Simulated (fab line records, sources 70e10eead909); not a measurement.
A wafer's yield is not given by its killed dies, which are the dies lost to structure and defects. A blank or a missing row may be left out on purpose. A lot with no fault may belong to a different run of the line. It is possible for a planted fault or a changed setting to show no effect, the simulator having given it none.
What tool caused it? ; flow nand harc ; 10 lots, 30 wafers sampled, at 6 steps of a route of 1302

== WHAT EACH GAUGE READ, for each wafer ==
NHARC_A_CHANNEL_HOLE_D2_INSPECT_40.
lot;measured;on;raw defect count
L666;day 14 08:58;defect inspect-01;377 246 293
L667;day 14 12:47;defect inspect-02;252 241 253
L668;day 15 01:43;defect inspect-01;377 262 341
L670;day 15 21:09;defect inspect-02;632 894 395
L679;day 19 16:37;defect inspect-01;395 414 327
L678;day 19 17:16;defect inspect-02;332 285 347
L681;day 20 08:58;defect inspect-01;169 265 197
L682;day 21 01:06;defect inspect-02;220 235 290
L683;day 21 04:46;defect inspect-01;252 379 364
L686;day 22 11:20;defect inspect-02;295 292 432

NHARC_END_SORT_01.
lot;measured;on;killed at array;killed at other;killed at periphery;killed dies;killed open;killed short
L670;day 27 21:47;prober-02;51 104 64;0 0 0;1 2 0;52 106 64;2 4 2;4 3 4
L678;day 31 08:10;prober-01;79;1;2;82;3;1

== WHICH TOOL RAN EACH LOT (tool, then ch and the chambers of the sampled wafers, then the start) ==
lot;NHARC_A_CHANNEL_HOLE_D2_ETCH_16;NHARC_A_CHANNEL_HOLE_D2_ETCH_23;NHARC_A_CHANNEL_HOLE_D2_ETCH_27;NHARC_A_CHANNEL_HOLE_D2_ETCH_44
L666;rie diel-09 ch 1,3, day 14 04:32 or earlier;har etch-02 ch 0,1, day 14 04:32;har etch-02 ch 0,1, day 14 07:05;rie diel-05 ch 2,3, day 14 07:53
L667;rie diel-01 ch 0,1,2, day 14 08:40 or earlier;har etch-01 ch 0,1, day 14 08:40;har etch-01 ch 0,1, day 14 11:05;rie diel-05 ch 1,2,3, day 14 11:48
L668;rie diel-09 ch 0,2, day 14 21:28 or earlier;har etch-02 ch 0,1, day 14 21:28;har etch-02 ch 0,1, day 14 23:59;rie diel-09 ch 0,2, day 15 00:44
L670;rie diel-01 ch 0,2,3, day 15 16:52 or earlier;har etch-01 ch 0,1, day 15 16:52;har etch-01 ch 0,1, day 15 19:25;rie diel-09 ch 0,2,3, day 15 20:10
L679;rie diel-01 ch 2,3, day 19 12:28 or earlier;har etch-01 ch 0,1, day 19 12:28;har etch-01 ch 0,1, day 19 14:55;rie diel-01 ch 0,1,3, day 19 15:39
L678;rie diel-05 ch 0,1,2, day 19 12:45 or earlier;har etch-02 ch 0,1, day 19 12:45;har etch-02 ch 0,1, day 19 15:35;rie diel-09 ch 1,2, day 19 16:18
L681;rie diel-05 ch 0,1,3, day 20 04:46 or earlier;har etch-02 ch 0,1, day 20 04:46;har etch-02 ch 0,1, day 20 07:13;rie diel-09 ch 0,1,3, day 20 07:56
L682;rie diel-09 ch 0,1,3, day 20 20:51 or earlier;har etch-02 ch 0,1, day 20 20:51;har etch-02 ch 0,1, day 20 23:23;rie diel-09 ch 0,1,3, day 21 00:07
L683;rie diel-01 ch 0,3, day 21 00:25 or earlier;har etch-01 ch 0,1, day 21 00:25;har etch-01 ch 0,1, day 21 02:58;rie diel-09 ch 0,2,3, day 21 03:43
L686;rie diel-05 ch 1,2, day 22 07:01 or earlier;har etch-02 ch 0,1, day 22 07:01;har etch-02 ch 0,1, day 22 09:34;rie diel-09 ch 0,1,3, day 22 10:21
- NHARC_A_CHANNEL_HOLE_D2_ETCH_16: etches the open film in O2/COS, target depth 3100 nm, time 806 s.
- NHARC_A_CHANNEL_HOLE_D2_ETCH_23: etches the open film in C4F8/O2/Ar, time 819 s, target depth 1600 nm.
- NHARC_A_CHANNEL_HOLE_D2_ETCH_27: etches the open film in C4F8/O2/Ar, time 90 s, target depth 400 nm.
- NHARC_A_CHANNEL_HOLE_D2_ETCH_44: etches the open film in CF4/O2, target depth 140 nm, overetch 14 nm, time 77 s.

== AS READ BY THE TOOLS THEMSELVES (means over the sampled wafers that have a number; for cases with no such wafer, the mark the record gives instead) ==
NHARC_A_CHANNEL_HOLE_D2_ETCH_16.
lot;tool;drypump motor current A (A);oes product au (a.u.);rf vpp V (V);showerhead plenum p Torr (Torr);throttle valve pct (%)
L666;rie diel-09;6.0;1.000;313.9;3.16;28.325
L667;rie diel-01;5.5;1.015;314.7;3.18;28.324
L668;rie diel-09;5.9;1.008;311.1;3.00;28.327
L670;rie diel-01;5.6;1.003;313.6;3.07;28.333
L679;rie diel-01;5.8;1.010;313.3;3.05;28.333
L678;rie diel-05;5.9;1.004;316.3;3.25;28.339
L681;rie diel-05;5.9;1.003;315.8;3.24;28.328
L682;rie diel-09;5.6;1.007;315.4;3.12;28.319
L683;rie diel-01;5.7;0.998;313.1;2.99;28.335
L686;rie diel-05;6.3;1.022;316.8;3.26;28.331

NHARC_A_CHANNEL_HOLE_D2_ETCH_23.
lot;tool;drypump motor current A (A);showerhead plenum p Torr (Torr);temp c (C);throttle valve pct (%)
L666;har etch-02;5.53;3.64;-19.98;32.146
L667;har etch-01;5.59;3.69;-20.06;32.148
L668;har etch-02;5.55;3.63;-20.04;32.148
L670;har etch-01;5.59;3.68;-19.96;32.148
L679;har etch-01;5.55;3.65;-20.07;32.150
L678;har etch-02;5.29;3.77;-19.93;32.157
L681;har etch-02;5.53;3.84;-19.95;32.156
L682;har etch-02;5.30;3.75;-20.09;32.157
L683;har etch-01;5.53;3.63;-19.97;32.158
L686;har etch-02;5.30;3.74;-20.03;32.153

NHARC_A_CHANNEL_HOLE_D2_ETCH_27.
lot;tool;drypump motor current A (A);showerhead plenum p Torr (Torr);temp c (C);throttle valve pct (%)
L666;har etch-02;5.53;3.68;-20.06;27.620
L667;har etch-01;5.59;3.73;-20.02;27.619
L668;har etch-02;5.54;3.67;-20.01;27.625
L670;har etch-01;5.58;3.72;-19.97;27.623
L679;har etch-01;5.55;3.68;-19.94;27.616
L678;har etch-02;5.28;3.81;-19.96;27.616
L681;har etch-02;5.53;3.88;-19.97;27.622
L682;har etch-02;5.29;3.80;-20.01;27.620
L683;har etch-01;5.53;3.67;-20.02;27.622
L686;har etch-02;5.30;3.79;-19.92;27.618

NHARC_A_CHANNEL_HOLE_D2_ETCH_44.
lot;tool;drypump motor current A (A);oes_f_703_au (a.u.);oes_o_777_au (a.u.);oes product au (a.u.);rf vpp V (V);showerhead plenum p Torr (Torr);throttle valve pct (%)
L666;rie diel-05;6.3;0.998;1.000;1.011;199.0;1.42;13.399
L667;rie diel-05;6.3;1.003;1.003;1.013;200.0;1.39;13.403
L668;rie diel-09;5.4;1.005;0.998;1.006;197.2;1.28;13.399
L670;rie diel-09;5.6;1.003;0.999;0.998;197.9;1.32;13.398
L679;rie diel-01;5.7;0.999;1.000;1.014;197.9;1.31;13.397
L678;rie diel-09;6.2;0.998;1.001;1.011;197.1;1.29;13.405
L681;rie diel-09;5.6;0.997;0.997;1.004;197.5;1.33;13.399
L682;rie diel-09;5.6;1.002;1.002;1.007;197.5;1.33;13.397
L683;rie diel-09;5.7;1.001;0.998;1.003;197.7;1.32;13.396
L686;rie diel-09;5.6;1.001;1.002;0.986;198.6;1.33;13.401

== THE ANSWER, worked out from the rows above alone ==
Rule: the usual values come from the lots themselves. Put in order of their means at a reading, lots are off if they are a third of the lots or fewer, leave a main group of 4 or more, and stand apart from it by a gap of 3 or more times the standard deviation of the main group's means; of several such gaps the widest counts. Not used: any main group whose means are identical at the precision the tables above print for the reading. A lot without any number at a reading at which 4 lots or more have one is off too. Any other lot the step has rows for is counted as sound. The gauges are gone through in route order, then the tools' own readings, and for those a lot's mean is taken as printed above. At the first step where some lot is off, the reading lying furthest off is the one used; lots without a number count as furthest.
Off: L670 (NHARC_A_CHANNEL_HOLE_D2_INSPECT_40, raw defect count). Mean 301 and standard deviation 51 in the main group.
If a tool, at a process step before that reading, ran all the lots that are off and no sound lot after the first of them, it fits. Gauges at NHARC_A_CHANNEL_HOLE_D2_INSPECT_40: tried the same way as those tools. NHARC_A_CHANNEL_HOLE_D2_ETCH_16 gives no start for some lots, so the hours and the order of its lots are those of NHARC_A_CHANNEL_HOLE_D2_ETCH_23. No candidate that was tried fits.

== WHAT THE SIMULATOR HAD PUT IN ==
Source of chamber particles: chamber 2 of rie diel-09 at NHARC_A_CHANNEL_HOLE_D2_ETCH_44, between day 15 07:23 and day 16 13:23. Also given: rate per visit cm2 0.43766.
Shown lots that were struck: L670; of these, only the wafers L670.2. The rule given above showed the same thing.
